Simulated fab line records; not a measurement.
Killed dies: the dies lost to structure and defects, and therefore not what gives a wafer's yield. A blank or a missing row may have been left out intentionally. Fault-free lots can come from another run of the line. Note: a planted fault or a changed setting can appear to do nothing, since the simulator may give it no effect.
fab line records	flow n5_finfet
record lots=24	wafers=72	last_day=18
route steps=1938 shown FIN_CUT@176 DUMMY_GATE@219 SPACER0@261
lots with no fault: from the same line, run without faults
start_h: hours from the record's first day to the start of the lot's first wafer shown	wait_h: time in hours since the lot's previous step	" repeats the value in the row above	L1.1+2: a single row standing in for several wafers	- either no value or no given start	* or withheld: withheld	< > ~ a bound
route shown NAME@n: NAME is a module with steps in the file, n the number in the route of the first one	usual: mean/standard deviation of fault-free wafers	same: alike in all rows	chamber/n: place in a boat	sites: per-site readings	_std_site: standard deviation of those values	_edge_site: mean of outer sites minus mean of inner sites	radius_mm: how far each site lies from the wafer's centre	mask NAME#n: copy n	behind: the last tool/chamber to shape the wafer	hold: the reason the lot was held/the length of the hold in hours/how it ended	device: whichever transistor did not switch (one of n, p or np)	end of line: tests of these same wafers at the route's end	for a step that has no rows: nothing shown but its recipe	killed: the dies lost at the first sort to structure and to defects; this is not the yield of the wafer	map: a wafer's dies, x killed, . not, _ none there
set.NAME: the setting as run; set.NAME@STEP: as run at that earlier step	model.NAME: the simulator's own value behind a step, which no gauge read
steps of the route over a sample of lots; a table a step, a row a wafer
services: the hour from which a tool's chamber was out of use, counted from the record's first day as start_h (under 0 if before that day), plus the number of hours and why
## steps
# step N5_FIN_CUT_CUT_ETCH_15
# recipe chemistry=HBr/Cl2/O2	target=Si	target_depth_a=1000	bt_time_s=10	mask_material=SOC	time_s=42.4	ion_energy_ev=*	bias_w=*	pressure_mtorr=10	icp_w=800	HBr_flow_sccm=150	Cl2_flow_sccm=80	O2_flow_sccm=12
# usual drypump_motor_current_A=5.6/0.37	oes_product_au=0.996/0.014	throttle_valve_pct=37.1/0.31
lot.wafer	tool	chamber	start_h	wait_h	drypump_motor_current_A	oes_product_au	rf_hours_counter_h	throttle_valve_pct
L074.4	rie_si-04	3	27.86	0.1	5.4	1.003	132	37.4
L074.5	"	1	"	"	5.8	1.034	-	37.1
L074.6	"	0	"	"	5.0	0.991	-	37.0
L075.1	rie_si-04	3	33.85	0.1	5.4	0.999	132	37.4
L075.2	"	1	"	"	5.7	1.029	56	37.1
L075.6	"	3	"	"	5.5	1.006	-	37.4
L076.3	rie_si-01	1	39.79	0.0	5.4	0.996	58	37.1
L076.4	"	1	"	"	5.5	1.001	-	37.1
L076.5	"	3	"	"	5.7	0.997	-	36.7
L077.2	rie_si-01	1	46.09	0.1	5.5	0.995	58	37.1
L077.3	"	2	"	"	5.9	0.993	48	37.0
L077.6	"	1	"	"	5.5	1.005	-	37.1
L078.1	rie_si-01	1	51.08	0.1	5.4	1.009	58	37.1
L078.3	"	3	"	"	5.7	0.999	112	36.7
L078.6	"	2	"	"	5.8	0.985	-	37.0
L079.3	rie_si-01	0	57.95	0.0	6.2	0.976	26	37.5
L079.4	"	3	"	"	5.7	0.997	112	36.7
L079.6	"	2	"	"	5.8	0.984	-	37.0
L080.1	rie_si-04	1	65.26	0.1	5.8	1.022	56	37.1
L080.4	"	3	"	"	5.4	1.012	133	37.4
L080.5	"	1	"	"	5.8	1.027	-	37.1
L081.1	rie_si-04	2	69.59	0.1	5.4	1.029	15	37.3
L081.3	"	0	"	"	5.0	0.988	17	37.0
L081.5	"	0	"	"	5.0	0.994	-	37.0
L082.1	rie_si-01	0	75.25	0.1	6.2	0.973	26	37.5
L082.2	"	3	"	"	5.7	0.995	112	36.7
L082.3	"	2	"	"	5.9	0.995	48	37.0
L083.2	rie_si-01	1	83.75	0.1	5.4	1.005	59	37.1
L083.3	"	2	"	"	5.9	0.990	48	37.0
L083.5	"	0	"	"	6.2	0.979	-	37.5
L084.1	rie_si-06	1	87.60	0.1	5.5	1.004	5	37.3
L084.3	"	3	"	"	6.4	0.980	111	36.8
L084.6	"	1	"	"	5.5	0.997	-	37.3
L085.3	rie_si-06	3	96.38	0.0	6.3	0.980	111	36.8
L085.4	"	2	"	"	5.3	0.987	87	37.0
L085.6	"	1	"	"	5.5	1.007	-	37.3
L086.1	rie_si-04	1	100.71	0.1	5.7	1.029	57	37.1
L086.4	"	2	"	"	5.4	1.027	15	37.3
L086.5	"	0	"	"	5.0	0.980	-	37.0
L087.2	rie_si-01	1	105.75	0.1	5.5	1.007	59	37.1
L087.5	"	0	"	"	6.2	0.975	-	37.5
L087.6	"	3	"	"	5.7	0.988	-	36.7
L088.3	rie_si-06	1	112.68	0.0	5.5	1.002	6	37.3
L088.4	"	3	"	"	6.3	0.988	112	36.8
L088.6	"	2	"	"	5.3	0.994	-	37.0
L089.3	rie_si-06	2	117.98	0.0	5.3	0.988	88	37.0
L089.4	"	1	"	"	5.5	1.002	6	37.3
L089.6	"	3	"	"	6.3	0.982	-	36.8
L090.2	rie_si-06	1	127.63	0.1	5.5	0.998	6	37.3
L090.4	"	3	"	"	6.3	0.978	112	36.8
L090.6	"	1	"	"	5.5	0.999	-	37.3
L091.1	rie_si-06	2	130.68	0.1	5.3	0.993	88	37.0
L091.3	"	0	"	"	5.2	0.987	89	37.8
L091.6	"	1	"	"	5.5	1.001	-	37.3
L092.2	rie_si-06	1	136.33	0.1	5.5	1.008	6	37.3
L092.4	"	3	"	"	6.3	0.983	112	36.8
L092.6	"	2	"	"	5.3	1.001	-	37.0
L093.1	rie_si-06	2	141.46	0.1	5.3	0.994	88	37.0
L093.2	"	0	"	"	5.2	0.986	89	37.9
L093.5	"	2	"	"	5.3	0.991	-	37.0
L094.1	rie_si-01	0	149.33	0.1	6.1	0.973	27	37.5
L094.2	"	3	"	"	5.7	1.002	113	36.7
L094.6	"	2	"	"	5.9	0.996	-	37.0
L095.1	rie_si-01	3	154.22	0.1	5.7	0.994	114	36.7
L095.3	"	0	"	"	6.2	0.979	27	37.5
L095.5	"	3	"	"	5.7	0.981	-	36.7
L096.1	rie_si-01	0	160.21	0.1	6.2	0.971	27	37.5
L096.2	"	2	"	"	5.9	0.996	50	37.0
L096.3	"	1	"	"	5.5	1.008	60	37.1
L097.2	rie_si-06	0	165.33	0.1	5.2	0.997	90	37.9
L097.4	"	2	"	"	5.3	1.004	89	37.0
L097.6	"	3	"	"	6.3	0.982	-	36.8
# step N5_DUMMY_GATE_THK_MEAS_05
# usual thk_nm=71.9/1
lot.wafer	tool	chamber	start_h	wait_h	thk_nm
L074.4	film_metro-01	-	42.26	0.1	72.5
L074.5	"	-	"	"	72.5
L074.6	"	-	"	"	72.3
L075.1	film_metro-01	-	47.22	0.1	72.0
L075.2	"	-	"	"	71.5
L075.6	"	-	"	"	72.0
L076.3	film_metro-01	-	53.64	0.2	71.5
L076.4	"	-	"	"	71.6
L076.5	"	-	"	"	71.5
L077.2	film_metro-02	-	59.62	0.1	72.4
L077.3	"	-	"	"	71.3
L077.6	"	-	"	"	71.8
L078.1	film_metro-01	-	65.83	0.1	74.4
L078.3	"	-	"	"	70.3
L078.6	"	-	"	"	70.2
L079.3	film_metro-02	-	72.78	0.1	72.6
L079.4	"	-	"	"	71.5
L079.6	"	-	"	"	70.3
L080.1	film_metro-02	-	79.76	0.1	74.3
L080.4	"	-	"	"	72.4
L080.5	"	-	"	"	70.5
L081.1	film_metro-02	-	82.96	0.1	73.1
L081.3	"	-	"	"	72.8
L081.5	"	-	"	"	73.5
L082.1	film_metro-02	-	88.85	0.1	72.2
L082.2	"	-	"	"	73.6
L082.3	"	-	"	"	73.9
L083.2	film_metro-01	-	97.19	0.2	73.2
L083.3	"	-	"	"	71.1
L083.5	"	-	"	"	72.6
L084.1	film_metro-01	-	100.93	0.1	72.4
L084.3	"	-	"	"	71.6
L084.6	"	-	"	"	72.3
L085.3	film_metro-02	-	110.82	0.1	71.7
L085.4	"	-	"	"	72.6
L085.6	"	-	"	"	71.2
L086.1	film_metro-02	-	114.76	0.2	72.0
L086.4	"	-	"	"	72.3
L086.5	"	-	"	"	70.9
L087.2	film_metro-01	-	121.16	0.1	69.6
L087.5	"	-	"	"	71.0
L087.6	"	-	"	"	71.4
L088.3	film_metro-02	-	127.51	0.2	72.3
L088.4	"	-	"	"	70.8
L088.6	"	-	"	"	71.4
L089.3	film_metro-02	-	131.77	0.1	72.5
L089.4	"	-	"	"	71.7
L089.6	"	-	"	"	71.1
L090.2	film_metro-02	-	140.83	0.1	72.7
L090.4	"	-	"	"	71.3
L090.6	"	-	"	"	70.6
L091.1	film_metro-02	-	145.02	0.1	73.4
L091.3	"	-	"	"	72.3
L091.6	"	-	"	"	72.7
L092.2	film_metro-01	-	149.97	0.2	71.8
L092.4	"	-	"	"	73.9
L092.6	"	-	"	"	73.1
L093.1	film_metro-01	-	154.70	0.2	71.1
L093.2	"	-	"	"	71.0
L093.5	"	-	"	"	72.1
L094.1	film_metro-02	-	162.74	0.1	72.9
L094.2	"	-	"	"	71.0
L094.6	"	-	"	"	72.4
L095.1	film_metro-02	-	167.86	0.2	72.1
L095.3	"	-	"	"	72.2
L095.5	"	-	"	"	71.7
L096.1	film_metro-02	-	173.42	0.1	70.4
L096.2	"	-	"	"	68.8
L096.3	"	-	"	"	71.0
L097.2	film_metro-02	-	179.02	0.1	71.6
L097.4	"	-	"	"	71.6
L097.6	"	-	"	"	72.2
# step N5_DUMMY_GATE_CD_MEAS_15
# recipe target_cd_nm=25.8	landing_energy_ev=500	detector=se_inlens
# usual cd_nm=24.97/0.23
lot.wafer	tool	chamber	start_h	wait_h	cd_nm
L074.4	cd_sem-02	0	46.56	-	25.15
L074.5	"	0	"	"	24.91
L074.6	"	0	"	"	25.30
L075.1	cd_sem-02	0	51.51	-	25.00
L075.2	"	0	"	"	24.98
L075.6	"	0	"	"	25.09
L076.3	cd_sem-01	0	58.09	-	25.11
L076.4	"	0	"	"	25.05
L076.5	"	0	"	"	24.67
L077.2	cd_sem-02	0	64.04	-	24.70
L077.3	"	0	"	"	25.27
L077.6	"	0	"	"	24.99
L078.1	cd_sem-02	0	70.26	-	24.89
L078.3	"	0	"	"	24.80
L078.6	"	0	"	"	25.10
L079.3	cd_sem-03	0	77.08	-	25.27
L079.4	"	0	"	"	24.85
L079.6	"	0	"	"	25.09
L080.1	cd_sem-01	0	84.18	-	25.18
L080.4	"	0	"	"	25.15
L080.5	"	0	"	"	24.90
L081.1	cd_sem-02	0	87.26	-	25.10
L081.3	"	0	"	"	25.09
L081.5	"	0	"	"	25.01
L082.1	cd_sem-02	0	93.16	-	25.32
L082.2	"	0	"	"	24.89
L082.3	"	0	"	"	24.98
L083.2	cd_sem-02	0	101.48	-	25.14
L083.3	"	0	"	"	25.12
L083.5	"	0	"	"	25.17
L084.1	cd_sem-02	0	105.35	-	25.20
L084.3	"	0	"	"	25.21
L084.6	"	0	"	"	24.77
L085.3	cd_sem-03	0	115.24	-	25.01
L085.4	"	0	"	"	24.95
L085.6	"	0	"	"	25.33
L086.1	cd_sem-02	0	119.06	-	25.06
L086.4	"	0	"	"	25.20
L086.5	"	0	"	"	25.03
L087.2	cd_sem-03	0	126.62	-	25.34
L087.5	"	0	"	"	24.97
L087.6	"	0	"	"	24.59
L088.3	cd_sem-02	0	131.82	-	25.19
L088.4	"	0	"	"	25.14
L088.6	"	0	"	"	24.98
L089.3	cd_sem-02	0	136.07	-	24.79
L089.4	"	0	"	"	25.13
L089.6	"	0	"	"	24.75
L090.2	cd_sem-01	0	145.18	-	24.94
L090.4	"	0	"	"	24.95
L090.6	"	0	"	"	24.93
L091.1	cd_sem-01	0	149.31	-	25.03
L091.3	"	0	"	"	25.25
L091.6	"	0	"	"	25.36
L092.2	cd_sem-03	0	154.38	-	25.40
L092.4	"	0	"	"	24.80
L092.6	"	0	"	"	25.35
L093.1	cd_sem-03	0	159.00	-	25.12
L093.2	"	0	"	"	24.95
L093.5	"	0	"	"	24.93
L094.1	cd_sem-03	0	167.05	-	24.97
L094.2	"	0	"	"	25.12
L094.6	"	0	"	"	25.27
L095.1	cd_sem-02	0	172.15	-	24.74
L095.3	"	0	"	"	24.44
L095.5	"	0	"	"	25.29
L096.1	cd_sem-01	0	177.83	-	24.39
L096.2	"	0	"	"	25.06
L096.3	"	0	"	"	24.99
L097.2	cd_sem-01	0	183.44	-	24.99
L097.4	"	0	"	"	24.74
L097.6	"	0	"	"	25.18
# step N5_DUMMY_GATE_ETCH_36
# recipe chemistry=CF4	target=SiARC	target_depth_a=130	pressure_mtorr=40	source_w=545	bias_w=36	Ar_flow_sccm=100	cf4_flow_sccm=100	ion_energy_ev=80
# usual drypump_motor_current_A=5.7/0.4	oes_product_au=0.76/0.08	rf_vpp_V=184.1/1	showerhead_plenum_p_Torr=2.15/0.065	throttle_valve_pct=15.63/0.23
lot.wafer	tool	chamber	start_h	wait_h	drypump_motor_current_A	oes_product_au	rf_hours_counter_h	rf_vpp_V	showerhead_plenum_p_Torr	throttle_valve_pct
L074.4	rie_diel-06	0	46.82	0.0	5.9	0.72	-	182.8	2.12	15.68
L074.5	"	1	"	"	5.5	0.70	-	183.7	2.12	15.53
L074.6	"	2	"	"	5.2	0.76	-	186.0	2.24	15.80
L075.1	rie_diel-06	0	51.75	0.0	5.9	0.71	212	183.9	2.12	15.66
L075.2	"	1	"	"	5.5	0.70	198	183.6	2.12	15.52
L075.6	"	2	"	"	5.2	0.75	-	183.8	2.24	15.81
L076.3	rie_diel-01	3	58.50	0.0	5.9	0.86	70	186.5	2.26	15.45
L076.4	"	0	"	"	5.4	0.85	51	184.6	2.18	15.79
L076.5	"	1	"	"	6.4	0.97	-	183.4	2.12	15.37
L077.2	rie_diel-06	2	64.27	0.0	5.2	0.74	154	185.8	2.24	15.84
L077.3	"	1	"	"	5.4	0.69	203	183.7	2.12	15.53
L077.6	"	2	"	"	5.2	0.74	-	183.4	2.24	15.82
L078.1	rie_diel-01	3	70.49	0.0	5.9	0.86	74	186.1	2.26	15.49
L078.3	"	2	"	"	5.6	0.75	152	183.4	2.14	15.39
L078.6	"	3	"	"	5.9	0.86	-	184.4	2.26	15.46
L079.3	rie_diel-02	1	77.31	0.0	5.2	0.80	129	183.7	2.06	15.25
L079.4	"	3	"	"	6.4	0.69	191	184.3	2.12	15.65
L079.6	"	2	"	"	5.8	0.75	-	185.4	2.22	15.68
L080.1	rie_diel-01	3	84.42	0.0	5.9	0.85	77	185.2	2.25	15.48
L080.4	"	2	"	"	5.6	0.75	155	183.6	2.14	15.37
L080.5	"	3	"	"	5.9	0.86	-	185.0	2.25	15.47
L081.1	rie_diel-02	2	87.57	0.0	5.8	0.74	162	185.3	2.22	15.69
L081.3	"	3	"	"	6.4	0.68	194	183.9	2.12	15.65
L081.5	"	1	"	"	5.2	0.79	-	184.4	2.06	15.25
L082.1	rie_diel-01	2	93.40	0.0	5.6	0.75	158	183.6	2.14	15.40
L082.2	"	1	"	"	6.4	0.93	11	182.4	2.11	15.37
L082.3	"	3	"	"	5.9	0.85	80	185.8	2.25	15.48
L083.2	rie_diel-02	0	101.73	0.0	5.9	0.71	208	182.6	2.03	16.08
L083.3	"	1	"	"	5.2	0.79	135	183.2	2.06	15.28
L083.5	"	0	"	"	5.9	0.71	-	183.6	2.03	16.09
L084.1	rie_diel-02	3	105.58	0.0	6.4	0.68	200	183.8	2.12	15.66
L084.3	"	2	"	"	5.8	0.75	168	184.9	2.21	15.69
L084.6	"	3	"	"	6.4	0.68	-	181.7	2.12	15.68
L085.3	rie_diel-06	1	115.47	0.0	5.5	0.69	218	184.3	2.11	15.58
L085.4	"	2	"	"	5.2	0.73	170	186.1	2.23	15.86
L085.6	"	3	"	"	5.5	0.94	-	184.8	2.18	15.31
L086.1	rie_diel-02	0	119.30	0.0	5.9	0.71	213	182.5	2.03	16.09
L086.4	"	1	"	"	5.2	0.79	141	183.2	2.06	15.26
L086.5	"	3	"	"	6.4	0.68	-	183.6	2.12	15.69
L087.2	rie_diel-02	0	126.85	0.0	5.9	0.71	215	182.2	2.03	16.10
L087.5	"	0	"	"	5.9	0.71	-	181.5	2.03	16.10
L087.6	"	3	"	"	6.4	0.67	-	184.5	2.12	15.69
L088.3	rie_diel-06	0	132.06	0.0	5.9	0.70	236	183.3	2.11	15.72
L088.4	"	3	"	"	5.5	0.93	19	182.4	2.18	15.29
L088.6	"	1	"	"	5.5	0.69	-	182.6	2.11	15.59
L089.3	rie_diel-06	3	136.30	0.0	5.5	0.94	20	184.1	2.18	15.29
L089.4	"	2	"	"	5.2	0.73	176	184.5	2.23	15.86
L089.6	"	2	"	"	5.2	0.73	-	184.1	2.23	15.86
L090.2	rie_diel-06	2	145.69	0.0	5.2	0.73	179	184.1	2.23	15.87
L090.4	"	0	"	"	5.9	0.69	240	183.7	2.11	15.74
L090.6	"	1	"	"	5.5	0.67	-	183.4	2.11	15.58
L091.1	rie_diel-06	1	149.63	0.0	5.5	0.68	229	184.1	2.11	15.58
L091.3	"	2	"	"	5.2	0.72	180	185.3	2.23	15.87
L091.6	"	2	"	"	5.2	0.72	-	184.5	2.23	15.88
L092.2	rie_diel-06	3	154.62	0.0	5.5	0.92	25	183.7	2.18	15.30
L092.4	"	2	"	"	5.2	0.74	182	184.4	2.23	15.87
L092.6	"	0	"	"	5.9	0.69	-	183.2	2.11	15.74
L093.1	rie_diel-06	3	159.24	0.0	5.5	0.92	26	185.0	2.18	15.30
L093.2	"	2	"	"	5.2	0.73	183	183.7	2.23	15.88
L093.5	"	0	"	"	5.9	0.69	-	183.2	2.11	15.74
L094.1	rie_diel-02	2	167.39	0.0	5.8	0.73	185	184.7	2.21	15.72
L094.2	"	1	"	"	5.2	0.76	155	183.7	2.05	15.30
L094.6	"	2	"	"	5.8	0.73	-	185.0	2.21	15.73
L095.1	rie_diel-02	3	173.08	0.0	6.4	0.66	220	184.1	2.11	15.72
L095.3	"	2	"	"	5.8	0.72	187	185.8	2.21	15.75
L095.5	"	2	"	"	5.8	0.72	-	183.2	2.21	15.74
L096.1	rie_diel-02	2	179.60	0.0	5.8	0.72	190	185.3	2.21	15.74
L096.2	"	0	"	"	5.9	0.69	233	182.6	2.03	16.14
L096.3	"	3	"	"	6.4	0.65	223	184.7	2.11	15.71
L097.2	rie_diel-01	3	183.68	0.0	5.9	0.83	101	185.7	2.25	15.53
L097.4	"	0	"	"	5.4	0.80	83	183.0	2.17	15.84
L097.6	"	0	"	"	5.4	0.80	-	184.1	2.17	15.86
# step N5_DUMMY_GATE_HM_OPEN_21
# recipe chemistry=CH3F/O2	target=SiNx	target_depth_a=1200	Ar_flow_sccm=150	CH3F_flow_sccm=30	O2_flow_sccm=23	time_s=171.4	pressure_mtorr=30	source_w=395	bias_w=73	ion_energy_ev=120.7
# usual drypump_motor_current_A=5.7/0.4	oes_product_au=0.76/0.082	rf_vpp_V=298/4.1	showerhead_plenum_p_Torr=2.02/0.059	throttle_valve_pct=16.47/0.24
lot.wafer	tool	chamber	start_h	wait_h	drypump_motor_current_A	oes_product_au	rf_hours_counter_h	rf_vpp_V	showerhead_plenum_p_Torr	throttle_valve_pct
L074.4	rie_diel-02	2	47.46	0.1	5.8	0.75	-	297	2.09	16.44
L074.5	"	3	"	"	6.4	0.68	-	292	2.00	16.48
L074.6	"	1	"	"	5.2	0.80	-	291	1.95	16.10
L075.1	rie_diel-01	2	52.15	0.0	5.6	0.75	147	297	2.03	16.22
L075.2	"	0	"	"	5.4	0.84	48	302	2.06	16.63
L075.6	"	3	"	"	5.9	0.85	-	297	2.13	16.29
L076.3	rie_diel-06	0	59.14	0.0	6.0	0.70	215	296	1.99	16.51
L076.4	"	1	"	"	5.5	0.69	-	302	2.01	16.41
L076.5	"	2	"	"	5.2	0.75	-	300	2.12	16.70
L077.2	rie_diel-06	2	64.68	0.0	5.2	0.74	155	301	2.12	16.69
L077.3	"	0	"	"	5.9	0.70	217	295	1.99	16.50
L077.6	"	1	"	"	5.5	0.69	-	303	2.01	16.40
L078.1	rie_diel-06	1	70.90	0.0	5.5	0.69	204	303	2.01	16.44
L078.3	"	3	"	"	5.5	0.99	1	300	2.07	16.14
L078.6	"	0	"	"	5.9	0.71	-	296	1.99	16.52
L079.3	rie_diel-01	3	77.76	0.0	5.9	0.85	76	298	2.12	16.29
L079.4	"	0	"	"	5.4	0.83	56	302	2.05	16.65
L079.6	"	1	"	"	6.4	0.94	-	302	2.00	16.27
L080.1	rie_diel-06	3	84.90	0.0	5.5	0.97	4	300	2.07	16.14
L080.4	"	2	"	"	5.2	0.74	160	301	2.11	16.71
L080.5	"	1	"	"	5.5	0.69	-	303	2.00	16.44
L081.1	rie_diel-01	0	88.22	0.0	5.4	0.82	59	302	2.05	16.67
L081.3	"	1	"	"	6.4	0.95	9	302	2.00	16.25
L081.5	"	0	"	"	5.4	0.82	-	301	2.05	16.66
L082.1	rie_diel-02	3	93.81	0.0	6.4	0.68	196	292	2.00	16.49
L082.2	"	0	"	"	5.9	0.71	205	301	1.93	17.00
L082.3	"	1	"	"	5.2	0.78	133	291	1.95	16.15
L083.2	rie_diel-02	1	102.19	0.0	5.2	0.78	136	291	1.95	16.15
L083.3	"	3	"	"	6.4	0.68	199	293	2.00	16.51
L083.5	"	2	"	"	5.8	0.74	-	296	2.08	16.48
L084.1	rie_diel-02	1	106.06	0.0	5.2	0.78	137	291	1.94	16.16
L084.3	"	0	"	"	5.9	0.70	209	299	1.93	17.03
L084.6	"	2	"	"	5.8	0.74	-	296	2.08	16.49
L085.3	rie_diel-01	1	115.88	0.0	6.5	0.92	17	304	1.99	16.28
L085.4	"	2	"	"	5.6	0.74	165	297	2.02	16.25
L085.6	"	2	"	"	5.6	0.73	-	296	2.02	16.26
L086.1	rie_diel-06	2	119.71	0.0	5.2	0.73	171	300	2.11	16.73
L086.4	"	3	"	"	5.5	0.94	15	299	2.06	16.16
L086.5	"	0	"	"	5.9	0.69	-	295	1.99	16.54
L087.2	rie_diel-06	2	127.52	0.0	5.2	0.72	173	301	2.11	16.74
L087.5	"	0	"	"	5.8	0.69	-	295	1.99	16.54
L087.6	"	3	"	"	5.5	0.92	-	299	2.06	16.16
L088.3	rie_diel-06	3	132.46	0.0	5.5	0.91	19	298	2.06	16.16
L088.4	"	1	"	"	5.5	0.68	223	304	2.00	16.45
L088.6	"	2	"	"	5.2	0.72	-	299	2.11	16.74
L089.3	rie_diel-02	0	136.71	0.0	5.9	0.71	218	300	1.93	17.03
L089.4	"	3	"	"	6.4	0.67	209	291	1.99	16.53
L089.6	"	0	"	"	5.9	0.71	-	300	1.93	17.03
L090.2	rie_diel-01	1	146.18	0.0	6.4	0.90	26	303	1.99	16.29
L090.4	"	0	"	"	5.4	0.81	76	301	2.05	16.69
L090.6	"	3	"	"	5.9	0.83	-	298	2.12	16.32
L091.1	rie_diel-02	2	150.07	0.0	5.8	0.73	181	296	2.08	16.51
L091.3	"	3	"	"	6.4	0.66	213	290	1.99	16.53
L091.6	"	0	"	"	5.9	0.70	-	299	1.92	17.05
L092.2	rie_diel-06	1	155.27	0.0	5.5	0.68	231	303	2.00	16.47
L092.4	"	3	"	"	5.5	0.90	25	298	2.06	16.18
L092.6	"	2	"	"	5.2	0.72	-	301	2.11	16.76
L093.1	rie_diel-06	2	159.64	0.0	5.2	0.72	183	300	2.11	16.76
L093.2	"	0	"	"	5.9	0.69	244	295	1.98	16.56
L093.5	"	1	"	"	5.5	0.68	-	303	2.00	16.46
L094.1	rie_diel-06	0	167.85	0.0	5.9	0.68	247	295	1.98	16.56
L094.2	"	2	"	"	5.2	0.71	184	300	2.11	16.76
L094.6	"	1	"	"	5.4	0.67	-	303	2.00	16.48
L095.1	rie_diel-02	3	173.57	0.0	6.4	0.66	220	292	1.99	16.53
L095.3	"	0	"	"	5.9	0.69	231	300	1.92	17.06
L095.5	"	3	"	"	6.4	0.66	-	292	1.99	16.55
L096.1	rie_diel-02	2	180.66	0.0	5.8	0.71	191	297	2.07	16.52
L096.2	"	0	"	"	5.9	0.69	233	301	1.92	17.08
L096.3	"	3	"	"	6.4	0.66	224	291	1.99	16.54
L097.2	rie_diel-01	0	184.08	0.0	5.4	0.81	83	301	2.04	16.71
L097.4	"	1	"	"	6.5	0.88	33	303	1.99	16.31
L097.6	"	0	"	"	5.4	0.80	-	301	2.04	16.72
# step N5_SPACER0_INSPECT_04
# recipe inspect_instrument=darkfield	mode=post_dep
# usual raw_defect_count=144/39
lot.wafer	tool	chamber	start_h	wait_h	raw_defect_count
L074.4	defect_inspect-02	-	48.70	0.1	97
L074.5	"	-	"	"	129
L074.6	"	-	"	"	91
L075.1	defect_inspect-01	-	53.47	0.1	149
L075.2	"	-	"	"	109
L075.6	"	-	"	"	137
L076.3	defect_inspect-01	-	60.52	0.1	106
L076.4	"	-	"	"	112
L076.5	"	-	"	"	141
L077.2	defect_inspect-02	-	65.92	0.1	128
L077.3	"	-	"	"	215
L077.6	"	-	"	"	148
L078.1	defect_inspect-02	-	72.31	0.1	86
L078.3	"	-	"	"	154
L078.6	"	-	"	"	126
L079.3	defect_inspect-01	-	79.23	0.1	123
L079.4	"	-	"	"	151
L079.6	"	-	"	"	226
L080.1	defect_inspect-02	-	86.55	0.1	88
L080.4	"	-	"	"	107
L080.5	"	-	"	"	111
L081.1	defect_inspect-01	-	89.48	0.1	69
L081.3	"	-	"	"	139
L081.5	"	-	"	"	159
L082.1	defect_inspect-02	-	96.85	0.1	124
L082.2	"	-	"	"	121
L082.3	"	-	"	"	126
L083.2	defect_inspect-02	-	103.47	0.1	100
L083.3	"	-	"	"	114
L083.5	"	-	"	"	80
L084.1	defect_inspect-01	-	107.38	0.1	109
L084.3	"	-	"	"	150
L084.6	"	-	"	"	88
L085.3	defect_inspect-01	-	117.13	0.1	125
L085.4	"	-	"	"	139
L085.6	"	-	"	"	130
L086.1	defect_inspect-01	-	120.95	0.1	168
L086.4	"	-	"	"	154
L086.5	"	-	"	"	104
L087.2	defect_inspect-02	-	128.96	0.1	178
L087.5	"	-	"	"	119
L087.6	"	-	"	"	224
L088.3	defect_inspect-01	-	133.71	0.1	160
L088.4	"	-	"	"	181
L088.6	"	-	"	"	139
L089.3	defect_inspect-01	-	137.96	0.1	149
L089.4	"	-	"	"	196
L089.6	"	-	"	"	151
L090.2	defect_inspect-01	-	147.43	0.1	147
L090.4	"	-	"	"	135
L090.6	"	-	"	"	180
L091.1	defect_inspect-02	-	151.33	0.1	130
L091.3	"	-	"	"	108
L091.6	"	-	"	"	105
L092.2	defect_inspect-02	-	158.92	0.1	115
L092.4	"	-	"	"	141
L092.6	"	-	"	"	234
L093.1	defect_inspect-02	-	160.89	0.1	191
L093.2	"	-	"	"	141
L093.5	"	-	"	"	116
L094.1	defect_inspect-02	-	169.22	0.1	174
L094.2	"	-	"	"	289
L094.6	"	-	"	"	214
L095.1	defect_inspect-02	-	174.83	0.1	163
L095.3	"	-	"	"	190
L095.5	"	-	"	"	168
L096.1	defect_inspect-01	-	182.10	0.1	184
L096.2	"	-	"	"	144
L096.3	"	-	"	"	165
L097.2	defect_inspect-01	-	185.79	0.1	105
L097.4	"	-	"	"	167
L097.6	"	-	"	"	134
## services
tool	chamber	start_h	hours	kind
rie_diel-01	1	25.15	-	clean
rie_diel-01	1	25.15	-	consumable_replace:focus_ring
rie_diel-01	1	25.15	31.0	scheduled_down
rie_diel-01	1	25.15	31.0	vent_cycle
rie_diel-02	1	30.25	1.6	repair
rie_diel-02	0	35.62	16.3	repair
rie_si-01	0	37.25	6.4	repair
rie_si-06	-	42.33	0.5	repair
rie_diel-06	3	43.55	-	clean
rie_diel-06	3	43.55	-	consumable_replace:focus_ring
rie_diel-06	3	43.55	21.8	scheduled_down
rie_diel-06	3	43.55	21.8	vent_cycle
rie_si-04	2	50.96	6.5	repair
rie_si-04	3	71.43	2.1	repair
rie_diel-01	1	107.72	3.6	repair
rie_si-01	0	120.85	14.7	repair
rie_si-04	0	157.49	14.8	repair
rie_diel-06	2	162.47	4.1	repair
rie_si-06	-	164.10	0.5	repair
rie_diel-01	-	165.45	15.6	pm
rie_diel-06	0	175.79	-	clean
rie_diel-06	0	175.79	-	consumable_replace:focus_ring
rie_diel-06	0	175.79	25.3	scheduled_down
rie_diel-06	0	175.79	25.3	vent_cycle
## key
fault none
